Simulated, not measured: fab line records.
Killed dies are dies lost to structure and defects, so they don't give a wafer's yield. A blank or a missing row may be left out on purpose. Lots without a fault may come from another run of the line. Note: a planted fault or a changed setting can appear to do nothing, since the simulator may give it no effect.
fab line records	flow nand-harc	part 1 of 2: steps 1 to 24 of 30
record: lots: 5	wafers: 15	last-day: 32
route steps=1302 shown A_STAIRCASE@681
lots with no fault: from the same line, run without faults
start-h: hours from the record's first day to the start of the lot's first wafer shown	wait-h: how many hours have passed since the lot's step before this one	" repeats the value in the row above	L1.1+2: a single row standing in for several wafers	- no value, or no start given	* or withheld: withheld	< > ~ a bound
route shown NAME@n: NAME is a module with steps in the file, n the number in the route of the first one	usual: mean/standard deviation of fault-free wafers	same: alike in all rows	chamber/n: place in a boat	sites: per-site readings	_std_site: standard deviation across them	_edge_site: outer sites' mean less inner sites'	radius-mm: for every site, how far away it sits from the centre of the wafer	mask NAME#n: copy n	behind: the tool/chamber that last shaped the wafer	hold: what put the lot on hold/how long, in hours/how the hold closed	device: the n, p or np transistor that did not switch	end of line: tests run on the same wafers once the route is complete	for a step that has no rows: nothing shown but its recipe	killed: dies lost to structure and defects at the first sort, not the wafer's yield	map: per-die view of a wafer (x killed, . not killed, _ where there is no die)
set.NAME: the setting as run; set.NAME@STEP: as run at that earlier step	model.NAME: the simulator's own value behind a step, which no gauge read
a table for each step, a row for each wafer; lots at some steps of the route
services: from which hour (start-h, from the record's first day; less than 0 if before it) a tool's chamber was out of use, for how many hours, and why
== steps ==
step: NHARC_A_STAIRCASE_TRIM_24
recipe: time-s: 211.2	o2-flow-sccm: 500	ar-flow-sccm: 0	bias-w: 0	chemistry: O2
usual: drypump-motor-current-A: 5.6/0.51	oes-product-au: 1.000/0.0071	rf-vpp-V: 57.8/0.84	showerhead-plenum-p-Torr: 3.49/0.13	throttle-valve-pct: 17.036/0.009
lot.wafer	tool	chamber	start-h	wait-h	drypump-motor-current-A	oes-product-au	rf-hours-counter-h	rf-vpp-V	showerhead-plenum-p-Torr	throttle-valve-pct
L074.2	rie-diel-05	3	-	-	4.9	0.992	41	57.9	3.39	17.038
L074.1	"	1	"	"	4.8	1.005	48	58.1	3.62	17.026
L074.5	"	2	"	"	6.2	0.994	-	57.8	3.48	17.026
L078.2	rie-diel-04	0	-	-	5.6	0.994	8	58.4	3.40	17.049
L078.4	"	1	"	"	5.9	1.007	9	58.5	3.46	17.032
L078.3	"	2	"	"	5.1	1.004	9	58.4	3.35	17.056
L087.3	rie-diel-02	2	-	-	5.7	0.994	26	58.7	3.55	17.037
L087.4	"	2	"	"	5.7	1.002	-	58.4	3.55	17.020
L087.6	"	0	"	"	5.1	0.990	-	58.4	3.40	17.029
L089.4	rie-diel-02	0	-	-	5.1	1.000	36	58.3	3.39	17.049
L089.2	"	1	"	"	5.7	1.008	33	58.0	3.79	17.030
L089.5	"	1	"	"	5.7	1.006	-	59.1	3.79	17.028
L095.1	rie-diel-05	2	-	-	6.3	0.999	48	58.1	3.44	17.033
L095.5	"	2	"	"	6.3	1.002	-	57.9	3.44	17.042
L095.6	"	3	"	"	4.9	1.017	-	57.6	3.36	17.042
step: NHARC_A_STAIRCASE_ETCH_25
recipe: target-depth-a: 1000	time-s: 40.5	ion-energy-ev: 400	c4f8-flow-sccm: 20	o2-flow-sccm: 10	ar-flow-sccm: withheld	rf-w: 600	bias-w: 1000	chemistry: C4F8/O2
usual: oes-product-au: 0.943/0.0082	rf-vpp-V: 894/4.6
lot.wafer	tool	chamber	start-h	wait-h	oes-product-au	rf-hours-counter-h	rf-vpp-V
L074.2	rie-diel-05	2	-	-	0.933	45	894
L074.1	"	1	"	"	0.960	48	899
L074.5	"	3	"	"	0.939	-	890
L078.3	rie-diel-04	1	-	-	0.949	9	893
L078.4	"	2	"	"	0.948	9	889
L078.2	"	0	"	"	0.936	8	892
L087.3	rie-diel-02	1	-	-	0.939	23	906
L087.4	"	1	"	"	0.941	-	905
L087.6	"	2	"	"	0.944	-	896
L089.4	rie-diel-02	0	-	-	0.946	36	891
L089.2	"	1	"	"	0.944	33	906
L089.5	"	3	"	"	0.957	-	890
L095.1	rie-diel-05	0	-	-	0.962	49	895
L095.6	"	2	"	"	0.943	-	893
L095.5	"	3	"	"	0.936	-	890
step: NHARC_A_STAIRCASE_TRIM_26
recipe: time-s: 211.2	o2-flow-sccm: 500	ar-flow-sccm: 0	bias-w: 0	chemistry: O2
usual: drypump-motor-current-A: 5.5/0.52	oes-product-au: 1.000/0.0059	rf-vpp-V: 57.7/0.87	showerhead-plenum-p-Torr: 3.48/0.13	throttle-valve-pct: 17.037/0.0091
lot.wafer	tool	chamber	start-h	wait-h	drypump-motor-current-A	oes-product-au	rf-hours-counter-h	rf-vpp-V	showerhead-plenum-p-Torr	throttle-valve-pct
L074.1	rie-diel-05	1	-	-	4.8	1.013	48	57.4	3.62	17.033
L074.2	"	3	"	"	4.9	1.007	41	55.8	3.39	17.037
L074.5	"	2	"	"	6.2	1.003	-	57.5	3.48	17.039
L078.4	rie-diel-04	2	-	-	5.2	0.994	9	58.8	3.35	17.031
L078.2	"	3	"	"	6.2	0.995	8	58.1	3.57	17.034
L078.3	"	0	"	"	5.6	0.999	8	58.1	3.40	17.032
L087.3	rie-diel-02	2	-	-	5.7	0.994	26	57.7	3.55	17.036
L087.6	"	2	"	"	5.7	0.999	-	58.1	3.55	17.051
L087.4	"	0	"	"	5.1	0.996	-	57.1	3.40	17.027
L089.2	rie-diel-02	3	-	-	5.6	0.999	8	58.6	3.30	17.037
L089.4	"	2	"	"	5.7	1.008	33	57.4	3.55	17.037
L089.5	"	3	"	"	5.6	0.999	-	57.8	3.30	17.045
L095.1	rie-diel-05	2	-	-	6.2	0.991	48	57.4	3.44	17.045
L095.5	"	3	"	"	4.9	0.993	-	56.9	3.36	17.051
L095.6	"	0	"	"	6.1	1.003	-	59.1	3.50	17.028
step: NHARC_A_STAIRCASE_ETCH_27
recipe: target-depth-a: 1000	time-s: 40.5	ion-energy-ev: 400	c4f8-flow-sccm: 20	o2-flow-sccm: 10	ar-flow-sccm: withheld	rf-w: 600	bias-w: 1000	chemistry: C4F8/O2
usual: oes-product-au: 0.944/0.0093	rf-vpp-V: 894/4.7
lot.wafer	tool	chamber	start-h	wait-h	oes-product-au	rf-hours-counter-h	rf-vpp-V
L074.1	rie-diel-05	1	-	-	0.966	48	899
L074.2	"	3	"	"	0.954	41	891
L074.5	"	1	"	"	0.966	-	901
L078.4	rie-diel-04	0	-	-	0.948	8	892
L078.2	"	1	"	"	0.952	9	892
L078.3	"	2	"	"	0.944	9	890
L087.3	rie-diel-02	1	-	-	0.953	23	906
L087.4	"	2	"	"	0.946	-	898
L087.6	"	1	"	"	0.947	-	907
L089.2	rie-diel-02	3	-	-	0.946	8	888
L089.4	"	0	"	"	0.944	36	891
L089.5	"	2	"	"	0.960	-	897
L095.1	rie-diel-05	1	-	-	0.956	50	897
L095.6	"	3	"	"	0.953	-	891
L095.5	"	0	"	"	0.956	-	895
step: NHARC_A_STAIRCASE_STRIP_175
recipe: power-w: 1500	temp-c: 250	chemistry: O2
usual: drypump-motor-current-A: 5.9/0.4	heater-power-w: 348/47
lot.wafer	tool	chamber	start-h	wait-h	drypump-motor-current-A	heater-power-w	rf-hours-counter-h
L074.2	plasma-asher-02	1	373.50	0.1	6.5	277	27
L074.1	"	0	"	"	5.7	338	27
L074.5	"	1	"	"	6.5	280	-
L078.2	plasma-asher-02	1	394.56	0.1	6.6	277	32
L078.4	"	0	"	"	5.7	340	-
L078.3	"	1	"	"	6.6	266	-
L087.3	plasma-asher-01	1	475.60	0.2	5.4	395	-
L087.4	"	0	"	"	5.9	382	-
L087.6	"	0	"	"	5.9	378	-
L089.2	plasma-asher-01	1	498.86	0.1	5.4	395	31
L089.4	"	1	"	"	5.5	401	-
L089.5	"	1	"	"	5.5	408	-
L095.1	plasma-asher-01	1	561.07	0.1	5.5	398	6
L095.5	"	0	"	"	5.9	367	-
L095.6	"	1	"	"	5.5	392	-
step: NHARC_A_STAIRCASE_STRIP_148
recipe: time-s: 900	temp-c: 130	chemistry: SPM
lot.wafer	tool	chamber	start-h	wait-h
L074.2+1+5	wet-bench-09	2,3,6	373.85	0.3
L078.3+2+4	wet-bench-04	2,4,5	394.87	0.2
L087.6+4+3	wet-bench-04	4,6,0	475.85	0.1
L089.2+5+4	wet-bench-04	5,6,7	499.21	0.3
L095.6+5+1	wet-bench-01	7,0,1	561.39	0.1
step: NHARC_A_STAIRCASE_PRECLEAN_149
recipe: time-s: *	temp-c: 50	bath-age-min: 0	chemistry: SC1
usual: sc1-h2o2-end-mol-l: 0.3698/0.00069
lot.wafer	tool	chamber	start-h	wait-h	sc1-h2o2-end-mol-l
L074.2	wet-bench-09	2	-	-	0.3702
L074.1	"	3	"	"	0.3702
L074.5	"	6	"	"	0.3696
L078.3	wet-bench-04	2	-	-	0.3686
L078.2	"	4	"	"	0.3697
L078.4	"	5	"	"	0.3710
L087.6	wet-bench-04	4	-	-	0.3710
L087.4	"	6	"	"	0.3693
L087.3	"	0	"	"	0.3698
L089.2	wet-bench-04	5	-	-	0.3710
L089.5	"	6	"	"	0.3697
L089.4	"	7	"	"	0.3716
L095.6	wet-bench-01	7	-	-	0.3705
L095.5	"	0	"	"	0.3690
L095.1	"	1	"	"	0.3700
step: NHARC_A_STAIRCASE_SRD_150
lot.wafer	tool	chamber	start-h	wait-h
L074.2+1+5	wet-bench-09	2,3,6	-	-
L078.3+2+4	wet-bench-04	2,4,5	-	-
L087.6+4+3	wet-bench-04	4,6,0	-	-
L089.2+5+4	wet-bench-04	5,6,7	-	-
L095.6+5+1	wet-bench-01	7,0,1	-	-
step: NHARC_A_STAIRCASE_DEHYDRATE_176
recipe: temp-c: 150	time-s: 120
lot.wafer	tool	chamber	start-h	wait-h
L074.1+2+5	litho-track-07	0	374.32	-
L078.2+3+4	litho-track-03	0	395.31	-
L087.3+4+6	litho-track-02	0	476.40	-
L089.2+4+5	litho-track-02	0	499.67	-
L095.1+5+6	litho-track-03	0	561.83	-
step: NHARC_A_STAIRCASE_HMDS_177
recipe: time-s: 30
lot.wafer	tool	chamber	start-h	wait-h
L074.1+2+5	litho-track-07	0	-	-
L078.2+3+4	litho-track-03	0	-	-
L087.3+4+6	litho-track-02	0	-	-
L089.2+4+5	litho-track-02	0	-	-
L095.1+5+6	litho-track-03	0	-	-
step: NHARC_A_STAIRCASE_COAT_178
recipe: spin-rpm: 1200
lot.wafer	tool	chamber	start-h	wait-h
L074.1+2+5	litho-track-07	0	-	-
L078.2+3+4	litho-track-03	0	-	-
L087.3+4+6	litho-track-02	0	-	-
L089.2+4+5	litho-track-02	0	-	-
L095.1+5+6	litho-track-03	0	-	-
step: NHARC_A_STAIRCASE_SOFTBAKE_179
recipe: temp-c: 135	time-s: 170
lot.wafer	tool	chamber	start-h	wait-h
L074.1+2+5	litho-track-07	0	-	-
L078.2+3+4	litho-track-03	0	-	-
L087.3+4+6	litho-track-02	0	-	-
L089.2+4+5	litho-track-02	0	-	-
L095.1+5+6	litho-track-03	0	-	-
step: NHARC_A_STAIRCASE_EBR_180
lot.wafer	tool	chamber	start-h	wait-h
L074.1+2+5	litho-track-07	0	-	-
L078.2+3+4	litho-track-03	0	-	-
L087.3+4+6	litho-track-02	0	-	-
L089.2+4+5	litho-track-02	0	-	-
L095.1+5+6	litho-track-03	0	-	-
step: NHARC_A_STAIRCASE_EXPOSE_181
recipe: na: 0.5	dose-mj: 27.87	mask-id: STAIR_2
lot.wafer	tool	chamber	start-h	wait-h	mask
L074.1+2+5	krf-scanner-03	0	374.65	-	STAIR_2#0
L078.2+3+4	krf-scanner-02	0	395.65	-	STAIR_2#0
L087.3+4+6	krf-scanner-02	0	476.61	-	STAIR_2#0
L089.2+4+5	krf-scanner-02	0	499.88	-	STAIR_2#0
L095.1+5+6	krf-scanner-02	0	562.16	-	STAIR_2#0
step: NHARC_A_STAIRCASE_PEB_182
recipe: peb-temp-c: 115	peb-time-s: 130
lot.wafer	tool	chamber	start-h	wait-h
L074.1+2+5	litho-track-02	0	374.71	0.1
L078.2+3+4	litho-track-02	0	395.71	0.1
L087.3+4+6	litho-track-02	0	476.67	0.0
L089.2+4+5	litho-track-07	0	499.94	0.1
L095.1+5+6	litho-track-02	0	562.23	0.1
step: NHARC_A_STAIRCASE_DEVELOP_183
recipe: time-s: 140
lot.wafer	tool	chamber	start-h	wait-h
L074.1+2+5	litho-track-02	0	-	-
L078.2+3+4	litho-track-02	0	-	-
L087.3+4+6	litho-track-02	0	-	-
L089.2+4+5	litho-track-07	0	-	-
L095.1+5+6	litho-track-02	0	-	-
step: NHARC_A_STAIRCASE_HARDBAKE_185
recipe: temp-c: 120	time-s: 140
lot.wafer	tool	chamber	start-h	wait-h
L074.1+2+5	litho-track-02	0	374.93	-
L078.2+3+4	litho-track-07	0	395.93	-
L087.3+4+6	litho-track-03	0	476.90	-
L089.2+4+5	litho-track-03	0	500.17	-
L095.1+5+6	litho-track-07	0	562.44	-
step: NHARC_A_STAIRCASE_DESCUM_186
recipe: time-s: 3	o2-flow-sccm: 200	ar-flow-sccm: 0	bias-power-w: 0	chemistry: O2
usual: drypump-motor-current-A: 5.5/0.51	oes-product-au: 1.000/0.0073	rf-vpp-V: 57.6/0.87	showerhead-plenum-p-Torr: 1.88/0.067	throttle-valve-pct: 11.311/0.0098
lot.wafer	tool	chamber	start-h	wait-h	drypump-motor-current-A	oes-product-au	rf-hours-counter-h	rf-vpp-V	showerhead-plenum-p-Torr	throttle-valve-pct
L074.1	rie-diel-05	0	375.02	-	6.1	1.005	45	58.3	1.91	11.306
L074.2	"	2	"	"	6.2	0.993	45	57.8	1.88	11.319
L074.5	"	0	"	"	6.1	1.015	-	58.3	1.91	11.318
L078.3	rie-diel-04	2	396.12	-	5.1	1.017	9	57.9	1.81	11.305
L078.4	"	3	"	"	6.2	1.006	9	57.3	1.94	11.332
L078.2	"	1	"	"	5.9	1.001	9	58.5	1.88	11.306
L087.4	rie-diel-04	0	476.99	-	5.6	1.010	40	56.4	1.83	11.309
L087.3	"	1	"	"	5.8	1.006	40	58.8	1.87	11.305
L087.6	"	0	"	"	5.6	1.001	-	57.1	1.83	11.310
L089.2	rie-diel-02	2	500.26	-	5.7	0.999	33	58.1	1.92	11.317
L089.4	"	3	"	"	5.6	1.010	9	56.8	1.78	11.307
L089.5	"	3	"	"	5.6	0.998	-	56.8	1.78	11.292
L095.1	rie-diel-05	1	562.55	-	4.8	0.988	50	59.0	1.94	11.328
L095.5	"	3	"	"	4.8	0.986	-	57.8	1.82	11.305
L095.6	"	0	"	"	6.1	1.001	-	56.8	1.89	11.318
step: NHARC_A_STAIRCASE_TRIM_187
recipe: time-s: 211.2	o2-flow-sccm: 500	ar-flow-sccm: 0	bias-w: 0	chemistry: O2
usual: drypump-motor-current-A: 5.5/0.52	oes-product-au: 1.001/0.0075	rf-vpp-V: 57.7/0.9	showerhead-plenum-p-Torr: 3.48/0.12	throttle-valve-pct: 17.036/0.0092
lot.wafer	tool	chamber	start-h	wait-h	drypump-motor-current-A	oes-product-au	rf-hours-counter-h	rf-vpp-V	showerhead-plenum-p-Torr	throttle-valve-pct
L074.2	rie-diel-05	2	375.11	0.1	6.2	1.002	45	57.1	3.48	17.037
L074.1	"	1	"	"	4.8	1.013	48	56.9	3.62	17.028
L074.5	"	2	"	"	6.2	1.011	-	58.8	3.48	17.048
L078.3	rie-diel-04	0	396.21	0.1	5.6	1.006	9	58.4	3.40	17.038
L078.2	"	1	"	"	5.9	1.008	9	56.2	3.46	17.048
L078.4	"	3	"	"	6.2	0.996	9	58.1	3.57	17.016
L087.3	rie-diel-04	3	477.08	0.1	6.2	1.001	35	59.1	3.56	17.044
L087.4	"	1	"	"	5.9	0.998	40	57.7	3.45	17.040
L087.6	"	2	"	"	5.1	1.001	-	57.3	3.34	17.036
L089.2	rie-diel-02	0	500.36	0.1	5.1	0.995	36	56.8	3.39	17.028
L089.4	"	2	"	"	5.7	1.005	33	57.9	3.55	17.037
L089.5	"	0	"	"	5.1	1.003	-	58.4	3.39	17.040
L095.1	rie-diel-05	0	562.65	0.1	6.1	1.008	49	59.0	3.50	17.026
L095.5	"	2	"	"	6.3	0.999	-	56.2	3.44	17.036
L095.6	"	3	"	"	4.9	1.005	-	57.1	3.36	17.028
step: NHARC_A_STAIRCASE_ETCH_188
recipe: target-depth-a: 1000	time-s: 40.5	ion-energy-ev: 400	c4f8-flow-sccm: 20	o2-flow-sccm: 10	ar-flow-sccm: withheld	rf-w: 600	bias-w: 1000	chemistry: C4F8/O2
usual: oes-product-au: 0.941/0.013	rf-vpp-V: 894/4.4
lot.wafer	tool	chamber	start-h	wait-h	oes-product-au	rf-hours-counter-h	rf-vpp-V
L074.1	rie-diel-05	1	-	-	0.960	48	899
L074.2	"	2	"	"	0.949	45	895
L074.5	"	2	"	"	0.953	-	895
L078.4	rie-diel-04	2	-	-	0.933	10	890
L078.3	"	0	"	"	0.921	9	891
L078.2	"	1	"	"	0.927	9	893
L087.3	rie-diel-04	0	-	-	0.951	40	891
L087.4	"	1	"	"	0.964	40	893
L087.6	"	0	"	"	0.950	-	891
L089.2	rie-diel-02	0	-	-	0.947	37	892
L089.4	"	3	"	"	0.944	9	888
L089.5	"	1	"	"	0.956	-	906
L095.1	rie-diel-05	3	-	-	0.948	47	889
L095.6	"	0	"	"	0.961	-	895
L095.5	"	1	"	"	0.955	-	899
step: NHARC_A_STAIRCASE_TRIM_189
recipe: time-s: 211.2	o2-flow-sccm: 500	ar-flow-sccm: 0	bias-w: 0	chemistry: O2
usual: drypump-motor-current-A: 5.5/0.51	oes-product-au: 0.999/0.008	rf-vpp-V: 57.6/0.89	showerhead-plenum-p-Torr: 3.47/0.11	throttle-valve-pct: 17.035/0.0099
lot.wafer	tool	chamber	start-h	wait-h	drypump-motor-current-A	oes-product-au	rf-hours-counter-h	rf-vpp-V	showerhead-plenum-p-Torr	throttle-valve-pct
L074.1	rie-diel-05	1	-	-	4.8	1.000	48	58.1	3.62	17.042
L074.2	"	2	"	"	6.2	1.002	45	57.3	3.47	17.009
L074.5	"	3	"	"	4.9	0.988	-	58.8	3.39	17.036
L078.2	rie-diel-04	0	-	-	5.6	1.001	9	58.2	3.40	17.032
L078.3	"	1	"	"	5.9	0.993	10	58.4	3.46	17.046
L078.4	"	2	"	"	5.2	0.994	10	58.7	3.35	17.027
L087.3	rie-diel-04	0	-	-	5.6	0.992	40	58.0	3.39	17.043
L087.4	"	1	"	"	5.9	0.998	40	58.3	3.45	17.039
L087.6	"	3	"	"	6.2	0.980	-	58.5	3.56	17.042
L089.2	rie-diel-02	0	-	-	5.1	1.004	37	57.8	3.39	17.023
L089.4	"	1	"	"	5.7	1.006	34	58.5	3.79	17.038
L089.5	"	0	"	"	5.1	0.988	-	57.2	3.39	17.045
L095.1	rie-diel-05	0	-	-	6.1	1.005	49	57.7	3.50	17.025
L095.6	"	3	"	"	4.9	1.005	-	58.7	3.36	17.023
L095.5	"	0	"	"	6.1	1.006	-	57.0	3.49	17.038
step: NHARC_A_STAIRCASE_ETCH_190
recipe: target-depth-a: 1000	time-s: 40.5	ion-energy-ev: 400	c4f8-flow-sccm: 20	o2-flow-sccm: 10	ar-flow-sccm: withheld	rf-w: 600	bias-w: 1000	chemistry: C4F8/O2
usual: oes-product-au: 0.942/0.01	rf-vpp-V: 894/4.2
lot.wafer	tool	chamber	start-h	wait-h	oes-product-au	rf-hours-counter-h	rf-vpp-V
L074.2	rie-diel-05	2	-	-	0.947	45	894
L074.1	"	3	"	"	0.933	42	891
L074.5	"	1	"	"	0.960	-	899
L078.2	rie-diel-04	0	-	-	0.945	9	892
L078.4	"	1	"	"	0.942	10	895
L078.3	"	3	"	"	0.928	9	898
L087.4	rie-diel-04	0	-	-	0.947	40	891
L087.3	"	1	"	"	0.956	40	893
L087.6	"	1	"	"	0.957	-	893
L089.2	rie-diel-02	3	-	-	0.939	9	886
L089.4	"	0	"	"	0.946	37	890
L089.5	"	2	"	"	0.955	-	897
L095.1	rie-diel-05	0	-	-	0.937	49	894
L095.5	"	0	"	"	0.930	-	893
L095.6	"	1	"	"	0.953	-	898
step: NHARC_A_STAIRCASE_TRIM_191
recipe: time-s: 211.2	o2-flow-sccm: 500	ar-flow-sccm: 0	bias-w: 0	chemistry: O2
usual: drypump-motor-current-A: 5.6/0.51	oes-product-au: 1.000/0.0075	rf-vpp-V: 57.7/0.77	showerhead-plenum-p-Torr: 3.48/0.12	throttle-valve-pct: 17.036/0.0091
lot.wafer	tool	chamber	start-h	wait-h	drypump-motor-current-A	oes-product-au	rf-hours-counter-h	rf-vpp-V	showerhead-plenum-p-Torr	throttle-valve-pct
L074.2	rie-diel-05	2	-	-	6.2	1.003	45	56.8	3.48	17.045
L074.1	"	3	"	"	4.9	0.997	42	57.2	3.39	17.066
L074.5	"	0	"	"	6.1	1.009	-	57.9	3.53	17.046
L078.3	rie-diel-04	0	-	-	5.6	1.007	9	56.7	3.40	17.042
L078.4	"	1	"	"	5.8	1.008	10	56.4	3.46	17.038
L078.2	"	2	"	"	5.1	1.006	10	56.8	3.35	17.035
L087.4	rie-diel-04	0	-	-	5.6	1.009	40	56.3	3.39	17.034
L087.3	"	2	"	"	5.1	0.991	35	58.1	3.34	17.023
L087.6	"	0	"	"	5.6	0.998	-	58.0	3.39	17.028
L089.4	rie-diel-02	3	-	-	5.6	1.000	9	57.1	3.30	17.042
L089.2	"	1	"	"	5.7	0.994	34	58.5	3.79	17.041
L089.5	"	3	"	"	5.6	0.987	-	55.7	3.30	17.034
L095.1	rie-diel-05	2	-	-	6.2	0.989	48	59.5	3.44	17.042
L095.5	"	0	"	"	6.1	0.990	-	57.7	3.49	17.046
L095.6	"	1	"	"	4.8	0.998	-	57.7	3.58	17.026
step: NHARC_A_STAIRCASE_ETCH_192
recipe: target-depth-a: 1000	time-s: 40.5	ion-energy-ev: 400	c4f8-flow-sccm: 20	o2-flow-sccm: 10	ar-flow-sccm: withheld	rf-w: 600	bias-w: 1000	chemistry: C4F8/O2
usual: oes-product-au: 0.941/0.009	rf-vpp-V: 894/4.3
lot.wafer	tool	chamber	start-h	wait-h	oes-product-au	rf-hours-counter-h	rf-vpp-V
L074.2	rie-diel-05	1	-	-	0.955	48	900
L074.1	"	3	"	"	0.935	42	891
L074.5	"	0	"	"	0.940	-	896
L078.4	rie-diel-04	1	-	-	0.944	10	894
L078.2	"	3	"	"	0.931	9	897
L078.3	"	0	"	"	0.928	9	893
L087.3	rie-diel-04	3	-	-	0.944	35	896
L087.4	"	0	"	"	0.944	41	891
L087.6	"	1	"	"	0.947	-	893
L089.2	rie-diel-02	2	-	-	0.945	34	897
L089.4	"	0	"	"	0.946	37	891
L089.5	"	3	"	"	0.948	-	887
L095.1	rie-diel-05	0	-	-	0.924	49	896
L095.6	"	3	"	"	0.921	-	890
L095.5	"	0	"	"	0.920	-	895
